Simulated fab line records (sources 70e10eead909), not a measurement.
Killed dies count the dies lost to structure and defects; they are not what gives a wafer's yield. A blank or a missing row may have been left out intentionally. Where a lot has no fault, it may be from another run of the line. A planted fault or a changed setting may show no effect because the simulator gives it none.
Struck lot and sound lot, side by side :: flow nandHarc :: 15 out of 1159 route steps
Sound: the wafers L306.2, L306.4, L306.6. Struck: wafers L314.2, L314.3, L314.4. The cause comes at the end.
For every step that has rows: the tool of each side, followed by ch and its chambers, followed by its first start. Under that, the readings that differ: sound wafers :: struck wafers :: difference of the means :: sigmas: that difference in standard deviations of wafers without a fault.
alike: a reading whose means differ by less than 2 such deviations, as well as words and numbers matching on both sides. not compared: withheld readings; readings where some wafer has no value; bounds like >300 that might hide an equal value; numbers whose values overlap and for which the record gives no deviation.
The two part at a step that has a row with sigmas, a row that says differs or no value, or rows on one side only. Non-overlapping numbers with no deviation appear without sigmas and do not part them. Lack of a reading on every wafer of one side parts them only where that side has two or more wafers.

NHARC_P_GATE_ETCHBACK_37: etches the open film in CHF3/O2, target depth 34.5 nm, time 17.2 s.
  sound: rieDiel-06 ch 0,1,2; struck: rieDiel-09 ch 0,2,3
  alike: biasW, drypumpMotorCurrentA, oesProductAu, rfVppV, showerheadPlenumPTorr, throttleValvePct
  not compared: rfHoursCounterH
NHARC_P_GATE_STRIP_101: strips in O2, time 20 s.
  sound on rieDiel-06 ch 0,1,2, day 6 17:09; struck on rieDiel-09 ch 0,2,3, day 9 00:35
  alike: drypumpMotorCurrentA, oesProductAu, rfVppV, showerheadPlenumPTorr, throttleValvePct
  not compared: rfHoursCounterH
then, 10 steps without rows for these wafers: NHARC_P_GATE_PRECLEAN_97 (cleans in SPM, time 600 s); NHARC_P_GATE_SRD_98; NHARC_P_GATE_PRECLEAN_99 (cleans in SC1); NHARC_P_GATE_SRD_100; NHARC_P_GATE_DEHYDRATE_38 (time 120 s); NHARC_P_GATE_HMDS_39 (time 30 s); NHARC_P_GATE_COAT_40; NHARC_P_GATE_SOFTBAKE_41 (time 95 s); NHARC_P_GATE_EBR_42; NHARC_P_GATE_EXPOSE_43 (exposes mask P NSD, target cd 720 nm).
NHARC_P_GATE_PEB_44: peb time 85 s.
  sound on lithoTrack-05 ch 0, day 6 17:59; struck on lithoTrack-05 ch 0, day 9 01:17
reading: exhaustPa (Pa)
sound: 43.4 43.4 44.2
struck: 45.4 45.1 46.2
difference: +1.9
sigmas: +2

reading: heaterPowerTotalW (W)
sound: 163.74 163.73 163.93
struck: 162.82 162.28 162.23
difference: -1.36
sigmas: -5

reading: plateTempC (C)
sound: 117.97 118.07 117.97
struck: 117.12 117.31 117.23
difference: -0.78
sigmas: -5
then, 2 steps without rows for these wafers: NHARC_P_GATE_DEVELOP_45 (time 70 s); NHARC_END_SORT_01.

== WHERE THEY PART ==
NHARC_P_GATE_PEB_44 only, going by this record.

WHY: the cause the simulator had injected
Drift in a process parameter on lithoTrack-05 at NHARC_P_GATE_PEB_44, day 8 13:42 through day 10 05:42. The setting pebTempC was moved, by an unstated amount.
